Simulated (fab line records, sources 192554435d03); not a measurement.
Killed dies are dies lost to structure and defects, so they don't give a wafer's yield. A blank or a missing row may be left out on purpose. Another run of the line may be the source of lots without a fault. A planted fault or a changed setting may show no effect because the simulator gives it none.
Matching of chambers	flow n5_finfet	rie_diel-03 running N5_BEOL_M5_ETCH_61: 4 sister chambers
The step etches SiARC in CF4, target depth 15.6 nm, time 26 s. 4 wafers are shown with their chamber, then 8 later ones without.

WAFERS, EACH WITH ITS CHAMBER
wafer	chamber	showerhead_plenum_p_Torr (Torr)
L085.6	2	2.23
L086.4	3	2.13
L086.5	0	2.25
L092.1	1	2.15

WAFERS WITH NO CHAMBER GIVEN
wafer	showerhead_plenum_p_Torr (Torr)
L092.4	2.25
L092.6	2.22
L093.1	2.22
L093.2	2.13
L093.6	2.22
L095.1	2.15
L095.3	2.24
L095.5	2.15

WHICH CHAMBER EACH ONE RAN IN
wafer	from the rows above	in truth
L092.4	0	0
L092.6	2	2
L093.1	2	2
L093.2	3	3
L093.6	2	2
L095.1	1	1
L095.3	can't be placed: 0 or 2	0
L095.5	1	1
Placed correctly: 7 of 8. Unplaceable from these rows: 1, with the true chamber sitting among the candidates in 1. Number placed wrongly: 0.
How it was worked out, from the rows above alone: a wafer's distance from a chamber is the root of the sum, over the readings, of the square of ((its reading less the chamber's mean) divided by the reading's scatter). The wafer belongs to the nearest chamber; if the next one is less than 2 further off, it can't be placed. The mean given for a chamber averages the wafers shown for that chamber. The scatter: with one shown wafer a chamber, the root of the mean of the squares of how far each hidden wafer lies from its nearest shown one.
